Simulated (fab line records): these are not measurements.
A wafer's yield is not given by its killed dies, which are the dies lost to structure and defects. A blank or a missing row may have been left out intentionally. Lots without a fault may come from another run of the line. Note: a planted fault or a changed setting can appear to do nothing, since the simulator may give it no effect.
Split-lot experiment + flow n5Finfet + 21 wafers read across 7 lots, on a route 1938 steps long

THE SPLIT
At N5_BEOL_M14_SPUTTER_43 (material TaN, target thk 15 nm, time 24.19 s), the setting powerW was moved away from the recipe's 15000 W on 9 of the 21 wafers read, by -15.7% to +9.0%. All remaining wafers had this setting at the recipe value.

The split's own step is where the reading is taken.

THE READING
TaN_of_BEOL_M14_SPUTTER_43.thkNm (the simulator's own value, which no gauge read), in nm, at N5_BEOL_M14_SPUTTER_43 (material TaN, target thk 15 nm, time 24.19 s). No usual value for it is given in the file. The 12 wafers here that ran the recipe average 15.0 nm, standard deviation 0.31 nm.

| wafer  | tool, chamber at the split | powerW as run, W | against the recipe | TaN_of_BEOL_M14_SPUTTER_43.thkNm, nm | against lot-mates on the recipe |
|--------|----------------------------|------------------|--------------------|--------------------------------------|---------------------------------|
| L076.4 | pvdSputter-02, -           | 16350            | +9.0%              | 16                                   | +1.4                            |
| L076.6 | pvdSputter-02, -           | 16350            | +9.0%              | 16                                   | +1.4                            |
| L076.5 | pvdSputter-02, -           | 15000            | recipe             | 14.6                                 | -                               |
| L075.2 | pvdSputter-03, -           | 15000            | recipe             | 15.2                                 | -                               |
| L075.5 | pvdSputter-03, -           | 15000            | recipe             | 15.2                                 | -                               |
| L075.6 | pvdSputter-03, -           | 15000            | recipe             | 15.4                                 | -                               |
| L081.2 | pvdSputter-01, -           | 16150            | +7.7%              | 15.8                                 | +1.2                            |
| L081.3 | pvdSputter-01, -           | 16150            | +7.7%              | 16                                   | +1.4                            |
| L081.4 | pvdSputter-01, -           | 15000            | recipe             | 14.6                                 | -                               |
| L083.4 | pvdSputter-03, -           | 12650            | -15.7%             | 13                                   | -2.6                            |
| L083.5 | pvdSputter-03, -           | 12650            | -15.7%             | 13                                   | -2.6                            |
| L083.6 | pvdSputter-03, -           | 15000            | recipe             | 15.6                                 | -                               |
| L082.1 | pvdSputter-03, -           | 13340            | -11.1%             | 13.4                                 | -2.0                            |
| L082.3 | pvdSputter-03, -           | 13340            | -11.1%             | 13.4                                 | -2.0                            |
| L082.5 | pvdSputter-03, -           | 15000            | recipe             | 15.4                                 | -                               |
| L096.2 | pvdSputter-03, -           | 15000            | recipe             | 15                                   | -                               |
| L096.3 | pvdSputter-03, -           | 15000            | recipe             | 15                                   | -                               |
| L096.4 | pvdSputter-03, -           | 16320            | +8.8%              | 16.4                                 | +1.4                            |
| L097.2 | pvdSputter-01, -           | 15000            | recipe             | 15                                   | -                               |
| L097.3 | pvdSputter-01, -           | 15000            | recipe             | 14.8                                 | -                               |
| L097.5 | pvdSputter-01, -           | 15000            | recipe             | 14.8                                 | -                               |

FIT RESULTS
A straight line over all 21 wafers: TaN_of_BEOL_M14_SPUTTER_43.thkNm changes by +0.13 nm for each +1% of powerW; r = +0.96; the points scatter about the line by 0.27 nm.
The same after taking each lot's own level away (the mean of its wafers on the recipe; 21 wafers): +0.167 nm for each +1%; r = +1.00; scatter 0.084 nm.
That fit puts the effect of the largest move of powerW on the reading at 2.6 nm.
Measured against the standard deviation above, the lots' own levels, which go from 14.60 to 15.60 nm, span 3.3 times it.
So the lot-to-lot level changes the slope: the two fits differ.
Check: for one of the wafers moved furthest among these (-15.7%), held out of the fit, the line's prediction against its lot-mates is -2.66 nm. Against them it came out at -2.6 nm.

OTHER SPLITS APPLIED TO THESE WAFERS
Before the reading, these wafers also passed through other splits. Each is held against what the fit with the lots' levels taken away leaves over:
| other split on the same wafers      | wafers away from the commonest value | r with TaN_of_BEOL_M14_SPUTTER_43.thkNm (lot level and that fit taken away) |
|-------------------------------------|--------------------------------------|-----------------------------------------------------------------------------|
| N5_BEOL_M14_DEVELOP_27 developTimeS | 6                                    | -0.26                                                                       |
| N5_BEOL_M14_ETCH_68 timeS           | 7                                    | +0.12                                                                       |

FILE'S OWN FIT
TaN_of_BEOL_M14_SPUTTER_43.thkNm changes by +0.167 nm for each +1% of powerW, r = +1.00.
